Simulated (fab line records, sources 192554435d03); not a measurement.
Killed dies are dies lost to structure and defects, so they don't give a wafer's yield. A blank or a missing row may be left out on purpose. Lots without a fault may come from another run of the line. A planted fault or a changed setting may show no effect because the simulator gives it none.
A struck lot beside a sound one | flow n5_finfet | 36 steps out of a route of 1938
Sound: wafers L287.2, L287.3, L287.5. Struck: wafers L286.2, L286.3. (L286.6 of the same lot was not struck and is left out.) The cause comes at the end.
At each step with rows: each side's tool, then ch and its chambers, then its first start. Under that, the readings that differ: sound wafers | struck wafers | difference of the means | sigmas: that difference in standard deviations of wafers without a fault.
alike: readings whose means differ by less than 2 such deviations, and words and numbers that are the same on both sides. not compared: withheld readings, readings that some wafer has no value for, bounds like >300 that may hide the same value, and numbers for which the record gives no deviation and whose values overlap.
The two part at a step that has a row with sigmas, a row that says differs or no value, or rows on one side only. Numbers that don't overlap but have no deviation are shown without sigmas and don't part them. A reading that every wafer of one side lacks parts them only if that side has two wafers or more.

first, 9 steps without rows for these wafers: N5_BEOL_M4_ANNEAL_95 (time 240 s); N5_BEOL_M4_SPUTTER_96 (material Cu, target thk 4.5 nm, time 8.29 s); N5_BEOL_M4_ECD_50 (material Cu, target thk 300 nm); N5_BEOL_M4_ANNEAL_51 (time 90 s); N5_BEOL_M4_CMP_52 (polishes, stops on SiOC, t overpolish 6.8 s, target thk 40 nm); N5_BEOL_M4_PRE_CLEAN_60 (time 15 s); N5_BEOL_M4_CO_CAP_55 (material Co, precursor CCTBA/H2, target thk 2 nm, time 102.1 s); N5_BEOL_M4_PRE_CLEAN_56 (time 15 s); N5_BEOL_M4_DEP_57 (deposits SiCN from 3MS/NH3, target thk 8 nm, time 14 s).
N5_BEOL_M4_RC_MEAS_101:
  sound on prober-02 ch 0, day 10 13:40; struck on prober-01 ch 0, day 10 08:29
  reading       | sound          | struck    | difference | sigmas
  SS_N (mV/dec) | 72.1 73.3 73.0 | 71.1 71.1 | -1.7       | -3
  alike: DIBL_N, DIBL_P, IOFF_N, IOFF_P, ION_N, ION_P, SS_P, VT_N, VT_P
then, 24 steps without rows for these wafers: N5_BEOL_M5_ILD_DEP_00 (deposits SiCOH lowk from DEMS/porogen, target thk 140.64 nm, time 25.9 s); N5_BEOL_M5_CURE_79 (cures SiCOH lowk, time 240 s); N5_BEOL_M5_PECVD_70 (deposits SiO2 from TEOS/O2, target thk 16 nm, time 18 s); N5_BEOL_M5_HM_DEP_02 (deposits TiN, target thk 20 nm); N5_BEOL_M5_COAT_59 (time 60 s, resist thk 60 nm); N5_BEOL_M5_COAT_60 (time 60 s, resist thk 12 nm); N5_BEOL_M5_COAT_71 (time 60 s, resist thk 5 nm); N5_BEOL_M5_COAT_05 (resist thk 30 nm); N5_BEOL_M5_EBR_07; N5_BEOL_M5_SOFTBAKE_06 (time 60 s); N5_BEOL_M5_EXPOSE_08 (exposes mask M5, target cd 28 nm); N5_BEOL_M5_PEB_09 (peb time 60 s); N5_BEOL_M5_DEVELOP_10 (develop time 30 s); N5_BEOL_M5_DESCUM_16 (chemistry O2, time 7 s); N5_BEOL_M5_ETCH_72 (etches underlayer in N2/H2, target depth 6.5 nm, time 5.2 s); N5_BEOL_M5_ETCH_61 (etches SiARC in CF4, target depth 15.6 nm, time 26 s); N5_BEOL_M5_ETCH_62 (etches SOC in N2/H2, target depth 75 nm, overetch 15 nm, time 112.5 s); N5_BEOL_M5_STRIP_63 (strips in N2/H2); N5_BEOL_M5_STRIP_73 (strips in N2/H2); N5_BEOL_M5_STRIP_64 (strips in CF4); N5_BEOL_M5_HM_OPEN_17 (chemistry Cl2/BCl3, target TiN, target depth 20 nm, overetch 6 nm); N5_BEOL_M5_STRIP_19 (strips in O2); N5_BEOL_M5_COAT_65 (time 60 s, resist thk 60 nm); N5_BEOL_M5_COAT_66 (time 60 s, resist thk 12 nm).
-- the record jumps here: 5 days lie between the struck wafers' starts before and after (it left off in module BEOL_M5 and takes up again in module MIM_BOT_ETCH, whose first step shown is number 1868 of the route) --
N5_MIM_BOT_ETCH_ETCH_00: etches TiN in Cl2/BCl3, target depth 45.5 nm.
  sound on rie_metal-03 ch 0,1, day 14 16:20; struck on rie_metal-03 ch 0, day 14 23:14
  reading                              | sound             | struck      | difference | sigmas
  oes_ar_750_au (a.u.)                 | 0.74 0.78 0.77    | 0.57 0.56   | -0.20      | -2
  rf_fwd_power_W (W)                   | 989 1000 1000     | 758 760     | -237       | -61
  model.etch.depth_nm (nm)             | 46.45 46.18 46.26 | 36.76 36.06 | -9.89      |
  model.MIM_BOT_ETCH.cd_offset_nm (nm) | 0 0 -0.2          | 0.8 0.4     | +0.7       |
  alike: drypump_motor_current_A, oes_product_au, throttle_valve_pct
  not compared: rf_hours_counter_h
N5_PASSIVATION_PROBE_49:
  the record has rows for the struck wafers here (prober-01, day 15 09:14) and none for the sound ones

WHERE THEY PART
First at N5_BEOL_M4_RC_MEAS_101; last, within this record, at N5_PASSIVATION_PROBE_49.

WHY: what the simulator had put in
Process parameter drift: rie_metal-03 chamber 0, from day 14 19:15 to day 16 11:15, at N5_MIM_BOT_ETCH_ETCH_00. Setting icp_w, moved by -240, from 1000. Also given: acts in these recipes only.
